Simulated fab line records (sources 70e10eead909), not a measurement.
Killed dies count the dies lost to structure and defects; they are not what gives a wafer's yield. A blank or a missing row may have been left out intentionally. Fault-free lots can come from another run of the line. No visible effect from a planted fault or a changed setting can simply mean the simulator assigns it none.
One fault seen from 2 desks + flow nand harc + each desk holds nothing but its own numbers, with what lay behind them at the end

== FROM THE METROLOGY DESK ==
What the gauges read for every lot (on any tool): the sampled wafers with a number, averaged. Marked OUT: a lot whose mean sits more than 4 standard deviations from the usual mean, which makes it out of limits; the brackets give that distance.
Columns: A = cd nm at NHARC_P_ZERO_WELL_CD_MEAS_11, usual 499.6 nm; B = cd nm at NHARC_P_ZERO_WELL_CD_MEAS_24, usual 718.7 nm; C = cd nm at NHARC_P_ZERO_WELL_CD_MEAS_37, usual 719.3 nm
| lot  | first seen here | A     | B     | C     |
|------|-----------------|-------|-------|-------|
| L105 | day 1 13:08     | 501.6 | 719.1 | 718.9 |
| L107 | day 2 01:07     | 498.2 | 721.2 | 718.2 |
| L111 | day 3 01:07     | 500.5 | 718.8 | 718.8 |
| L112 | day 3 07:07     | 502.0 | 720.1 | 718.5 |
| L127 | day 7 01:15     | 498.0 | 718.2 | 719.0 |
| L128 | day 7 07:07     | 500.0 | 717.1 | 717.3 |
Result from this desk: across the 6 lots, nothing is out of limits.

== THE TOOL OWNER'S DESK: rie si-01 ==
The tool's own readings at NHARC_P_ZERO_WELL_ETCH_63 (etches the open film in HBr/Cl2, target depth 120 nm, time 40.1 s): means of the sampled wafers that have a number, for each lot that ran on this tool. Marked OUT: a lot whose mean sits more than 4 standard deviations from the usual mean, which makes it out of limits; the brackets give that distance.
Columns: A = drypump motor current A at NHARC_P_ZERO_WELL_ETCH_63, usual 5.8 A; B = he backside leak sccm at NHARC_P_ZERO_WELL_ETCH_63, usual 2.8 sccm; C = oes product au at NHARC_P_ZERO_WELL_ETCH_63, usual 1.006 a.u.; D = rf fwd power W at NHARC_P_ZERO_WELL_ETCH_63, usual 394.2 W; E = throttle valve pct at NHARC_P_ZERO_WELL_ETCH_63, usual 26.407 %
| lot  | first seen here | A   | B   | C                | D     | E      |
|------|-----------------|-----|-----|------------------|-------|--------|
| L112 | day 3 07:35     | 5.7 | 3.0 | 0.997            | 393.4 | 26.403 |
| L127 | day 7 01:41     | 5.6 | 2.8 | 0.979            | 392.2 | 26.401 |
| L128 | day 7 07:33     | 5.6 | 2.8 | 0.945 (-6.4) OUT | 393.5 | 26.412 |
This desk's verdict: out of limits on L128, starting with L128 at day 7 07:33 (oes product au at NHARC_P_ZERO_WELL_ETCH_63). Within limits: L112, L127.

== BROUGHT TOGETHER ==
The tool owner's desk had the chance to raise an alarm at day 7 07:33 on L128.
Metrology desk: nothing out of limits seen.
The metrology desk has L128 on record, within its limits.
On rie si-01, each named lot ran NHARC_P_ZERO_WELL_ETCH_63.

== WHAT HAD BEEN PUT IN BY THE SIMULATOR ==
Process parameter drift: rie si-01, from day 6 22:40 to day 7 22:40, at NHARC_P_ZERO_WELL_ETCH_63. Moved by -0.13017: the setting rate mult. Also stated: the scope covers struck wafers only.
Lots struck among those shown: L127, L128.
Each desk's first reading out of limits, in hours after the fault started: the tool owner's desk, 9.
